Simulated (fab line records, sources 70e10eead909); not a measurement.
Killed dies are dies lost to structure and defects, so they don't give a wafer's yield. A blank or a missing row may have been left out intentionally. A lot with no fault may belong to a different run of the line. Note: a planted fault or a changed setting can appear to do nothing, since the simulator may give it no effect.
Matching of chambers || flow nand_harc || NHARC_A_CHANNEL_FILL_D2_ALD_25 on ald_hk-04 has 4 sister chambers
The step deposits SiOx, target thk 60 nm, pulse time 10 s, ald cycles 600. 8 wafers are shown with their chamber, then 8 later ones without.

== EACH WAFER AND ITS CHAMBER ==
{"wafer": "L080.6", "chamber": 2, "heater_power_w (W)": 654, "precursor_pulse_height_rel": 1.020}
{"wafer": "L085.1", "chamber": 3, "heater_power_w (W)": 450, "precursor_pulse_height_rel": 0.992}
{"wafer": "L085.3", "chamber": 0, "heater_power_w (W)": 469, "precursor_pulse_height_rel": 1.029}
{"wafer": "L085.6", "chamber": 0, "heater_power_w (W)": 457, "precursor_pulse_height_rel": 0.979}
{"wafer": "L089.1", "chamber": 2, "heater_power_w (W)": 637, "precursor_pulse_height_rel": 0.994}
{"wafer": "L089.2", "chamber": 3, "heater_power_w (W)": 435, "precursor_pulse_height_rel": 1.005}
{"wafer": "L089.3", "chamber": 1, "heater_power_w (W)": 512, "precursor_pulse_height_rel": 0.958}
{"wafer": "L092.1", "chamber": 1, "heater_power_w (W)": 520, "precursor_pulse_height_rel": 0.993}

== WAFERS WITH NO CHAMBER GIVEN ==
{"wafer": "L092.5", "heater_power_w (W)": 523, "precursor_pulse_height_rel": 1.030}
{"wafer": "L092.6", "heater_power_w (W)": 634, "precursor_pulse_height_rel": 1.013}
{"wafer": "L094.1", "heater_power_w (W)": 637, "precursor_pulse_height_rel": 1.001}
{"wafer": "L094.2", "heater_power_w (W)": 527, "precursor_pulse_height_rel": 0.998}
{"wafer": "L094.5", "heater_power_w (W)": 466, "precursor_pulse_height_rel": 0.953}
{"wafer": "L096.3", "heater_power_w (W)": 640, "precursor_pulse_height_rel": 0.996}
{"wafer": "L096.5", "heater_power_w (W)": 522, "precursor_pulse_height_rel": 1.004}
{"wafer": "L096.6", "heater_power_w (W)": 634, "precursor_pulse_height_rel": 0.994}

== CHAMBER TAKEN BY EACH ==
{"wafer": "L092.5", "from the rows above": 1, "in truth": 1}
{"wafer": "L092.6", "from the rows above": 2, "in truth": 2}
{"wafer": "L094.1", "from the rows above": 2, "in truth": 2}
{"wafer": "L094.2", "from the rows above": 1, "in truth": 1}
{"wafer": "L094.5", "from the rows above": "can't be placed: 0 or 3", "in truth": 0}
{"wafer": "L096.3", "from the rows above": 2, "in truth": 2}
{"wafer": "L096.5", "from the rows above": 1, "in truth": 1}
{"wafer": "L096.6", "from the rows above": 2, "in truth": 2}
Correctly placed: 7 of 8. From these rows, 1 cannot be placed; in 1 the true chamber is one of the candidates. Wrongly placed: 0.
How it was worked out, from the rows above alone: a wafer's distance from a chamber is the root of the sum, over the readings, of the square of ((its reading less the chamber's mean) divided by the reading's scatter). The wafer belongs to the nearest chamber; if the next one is less than 2 further off, it can't be placed. The mean given for a chamber averages the wafers shown for that chamber. The scatter: the root of (the sum of the squares of (reading less its chamber's mean) over the shown wafers, divided by (wafers less chambers)).
